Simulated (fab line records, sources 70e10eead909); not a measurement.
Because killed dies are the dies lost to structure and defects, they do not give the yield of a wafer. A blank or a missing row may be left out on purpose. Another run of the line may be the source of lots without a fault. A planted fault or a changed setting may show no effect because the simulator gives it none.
Comparing a struck lot with a sound one :: flow nand_harc :: 15 out of 1159 route steps
Sound: these wafers, L187.1, L187.3, L187.5. Struck: wafer L173.3 (left out: L173.2, L173.4 of the same lot, which were not struck); the cause appears at the end.
Order at every step that has rows: each side's tool, ch and its chambers, its first start. Under that, the readings that differ: sound wafers :: struck wafers :: difference of the means :: sigmas: that difference in standard deviations of wafers without a fault.
alike: readings whose means differ by less than 2 such deviations, and words and numbers that are the same on both sides. not compared: withheld readings, readings that some wafer has no value for, bounds like >300 that may hide the same value, and numbers for which the record gives no deviation and whose values overlap.
A row with sigmas, a row that says differs or no value, or rows on one side alone: a step with any of these is where the two part. Numbers that don't overlap but have no deviation are shown without sigmas and don't part them. A reading missing from all wafers of one side parts the sides only when that side holds two or more wafers.

NHARC_A_CONTACT_DESCUM_13: chemistry O2, time 3 s.
  sound on rie_diel-07 ch 0,2, day 20 22:28; struck on rie_diel-13 ch 2, day 18 05:46
reading: drypump_motor_current_A (A)
sound: 6.3 5.3 6.3
struck: 5.3
difference: -0.7
sigmas: -2

reading: showerhead_plenum_p_Torr (Torr)
sound: 2.05 2.00 2.05
struck: 1.87
difference: -0.16
sigmas: -2
  alike: oes_product_au, rf_vpp_V, throttle_valve_pct
  not compared: rf_hours_counter_h
then, 1 step without rows for these wafers: NHARC_A_CONTACT_ETCH_88 (etches the open film in CF4, target depth 39 nm, time 65 s).
NHARC_A_CONTACT_ETCH_89: etches the open film in N2/H2, target depth 260 nm, time 475.3 s.
  sound: rie_diel-07 ch 0,1,3; struck: rie_diel-13 ch 2
reading: run_length_s (s)
sound: 496.7 497.4 496.9
struck: 496.1
difference: -0.9
sigmas: -3
  alike: drypump_motor_current_A, oes_product_au, rf_vpp_V, showerhead_plenum_p_Torr, throttle_valve_pct
  not compared: rf_hours_counter_h
NHARC_A_CONTACT_ETCH_30: etches the open film in CF4/CHF3, target depth 60.5 nm, time 30.2 s.
  sound: rie_diel-07 ch 0,1,3; struck: rie_diel-13 ch 0
reading: oes_product_au (a.u.)
sound: 0.933 0.920 0.916
struck: 0.980
difference: +0.057
sigmas: +3
  alike: drypump_motor_current_A, rf_vpp_V, run_length_s, showerhead_plenum_p_Torr, throttle_valve_pct
  not compared: rf_hours_counter_h
then, 1 step without rows for these wafers: NHARC_A_CONTACT_ETCH_31 (etches the open film in O2/COS, target depth 2000 nm, time 520 s).
NHARC_A_CONTACT_ETCH_134: etches the open film in C4F8/O2/Ar, time 140 s, target depth 700 nm.
  sound on har_cap_etch-02 ch 0,1, day 20 23:40; struck on har_cap_etch-03 ch 1, day 18 06:46
  alike: run_length_s
  not compared: rf_hours_counter_h
then, 3 steps without rows for these wafers: NHARC_A_CONTACT_ETCH_135 (etches the open film in C4F8/O2/Ar, time 132 s, target depth 1287 nm); NHARC_A_CONTACT_ETCH_136 (etches the open film in C4F8/O2/Ar, time 132 s, target depth 1287 nm); NHARC_A_CONTACT_ETCH_137 (etches the open film in C4F8/O2/Ar, time 132 s, target depth 1287 nm).
NHARC_A_CONTACT_ETCH_138: etches the open film in C4F8/O2/Ar, time 132 s, target depth 1289 nm.
  sound on har_cap_etch-02 ch 0,1, day 21 00:14; struck on har_cap_etch-03 ch 1, day 18 07:20
  not compared: rf_hours_counter_h, run_length_s
then, 2 steps without rows for these wafers: NHARC_A_CONTACT_ETCH_139 (etches the open film in C4F8/O2/Ar, time 137 s, target depth 590 nm); NHARC_A_CONTACT_ETCH_92 (etches the open film in CH3F/O2, target depth 40 nm, time 85.7 s).
NHARC_A_CONTACT_ETCH_98: etches the open film in C4F6/O2, target depth 20 nm, time 10 s.
  sound on rie_diel-13 ch 0,2, day 21 00:53; struck on rie_diel-08 ch 3, day 18 07:59
reading: c4f6_flow_sccm (sccm)
sound: 24.92 24.91 24.95
struck: 25.08
difference: +0.15
sigmas: +2

reading: run_length_s (s)
sound: 31.0 30.7 30.5
struck: 27.1
difference: -3.6
sigmas: -11
  alike: drypump_motor_current_A, oes_product_au, rf_vpp_V, showerhead_plenum_p_Torr, throttle_valve_pct
  not compared: rf_hours_counter_h
NHARC_A_CONTACT_CD_MEAS_15:
  sound on cd_sem-01 at day 21 00:58; struck on cd_sem-02 at day 18 08:05
  alike: cd_nm
-- break in the record here, with 2 days between the starts of the struck wafers on either side (left off in module A_CONTACT, picked up again in module END, where the first step shown is number 1159 on the route) --
NHARC_END_SORT_01:
  the record has rows for the struck wafers here (prober-02 ch 0, day 20 16:51) and none for the sound ones

WHERE THEY PART
Last at NHARC_END_SORT_01 as far as this record goes, first at NHARC_A_CONTACT_DESCUM_13.

WHY: what the simulator had put in
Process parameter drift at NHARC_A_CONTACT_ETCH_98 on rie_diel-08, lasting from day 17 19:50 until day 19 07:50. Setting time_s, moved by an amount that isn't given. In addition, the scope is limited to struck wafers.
